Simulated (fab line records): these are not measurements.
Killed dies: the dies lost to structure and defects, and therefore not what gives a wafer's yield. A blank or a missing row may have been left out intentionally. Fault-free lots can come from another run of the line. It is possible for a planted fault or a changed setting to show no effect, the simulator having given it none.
8D (eight disciplines) problem report, filled in by code	flow nand-harc	the parts of the form that need people (team, actions taken, sign-off) are left out

== 1. WHAT IS WRONG ==
Wafers without a fault read 81.0 s, standard deviation 0.47; run-length-s at NHARC_A_WL_FILL_ETCHBACK_05 reads a mean of 83.3 s on 3 wafers belonging to 2 lots. Measured from the usual mean, that is +4.9 standard deviations.
The step: etches the open film in Cl2/BCl3, target depth 22 nm, time 60 s.
First observed at day 26 03:08: wafer L743.3, on rie-metal-02. The record has a number at this step for 36 wafers belonging to 12 lots. Rule for "out" (also "out of limits"): further than 4 standard deviations from the usual mean. Any other wafer with a number is counted as sound.

== 2. WHAT IT IS, WHAT IT ISN'T ==
question	is	is not
which readings at this step	run-length-s	drypump-motor-current-A, oes-product-au
which lots	L741, L743	L729, L731, L732, L734, L735, L736, L740, L748, L749, L751
which wafers of those lots	L741.5, L743.3, L743.5	L741.2, L741.4, L743.4
read on which tools	rie-metal-02	rie-metal-01, rie-metal-03
when	from day 26 03:08	up to then (22 sound wafers); but 11 sound wafers of L741, L748, L749, L751 came after

== 3. SUSPECTS, AND WHAT RULES EACH OUT ==
Counting: if a tool at a process step up to the reading ran every lot that is out, it stays a suspect. Sound lots after the first of them don't rule it out here, since some wafers of a struck lot are sound.
- har-etch-02 at NHARC_A_SLIT_ETCH_26 (etches the open film in C4F8/O2/Ar, time 90 s, target depth 400 nm): kept. Ran every lot that is out, first one L743 (day 25 17:28); last sound lot up to then L735 (day 22 16:26).
- rie-metal-02 at NHARC_A_WL_FILL_ETCHBACK_05 (etches the open film in Cl2/BCl3, target depth 22 nm, time 60 s): kept. Ran every lot that is out, first one L743 (day 26 03:08); last sound lot up to then L736 (day 23 02:20). Its own run-length-s readings are out on those wafers.
Remaining after the count are har-etch-02 at NHARC_A_SLIT_ETCH_26 and rie-metal-02 at NHARC_A_WL_FILL_ETCHBACK_05.

== 4. THE CAUSE (what the simulator had put in) ==
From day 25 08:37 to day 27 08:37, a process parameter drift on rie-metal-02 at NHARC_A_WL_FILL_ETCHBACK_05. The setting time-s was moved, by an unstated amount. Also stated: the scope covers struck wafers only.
Counting leaves 2 suspects; this tool is one of them.

== 5. THE CHAIN OF EFFECTS, in route order ==
One row per reading whose mean, taken over the struck wafers that have a number, lies over 3 standard deviations from the usual. Readings are gone through only where the record gives a usual standard deviation; hours: the median, over the lots, of the time from a lot's start at the first step in this table giving one to that lot's start at this step; sigmas: the change measured in usual standard deviations.
hours	step	reading	usual	on struck wafers	change	sigmas
0	NHARC_A_WL_FILL_ETCHBACK_05	run-length-s	81.0 s	83.3	+2.3	+4.9
Its process steps:
- NHARC_A_WL_FILL_ETCHBACK_05: etches the open film in Cl2/BCl3, target depth 22 nm, time 60 s.
Later measuring or inspecting steps at which every struck wafer that the step has a row for has a number for every such reading, and none has moved that far: NHARC_END_SORT_01.

== 6. HOW IT WOULD HAVE BEEN CAUGHT EARLIER ==
19 hours passed between the start of the fault at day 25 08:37 and the first reading out of limits in this record, taken at day 26 03:08.
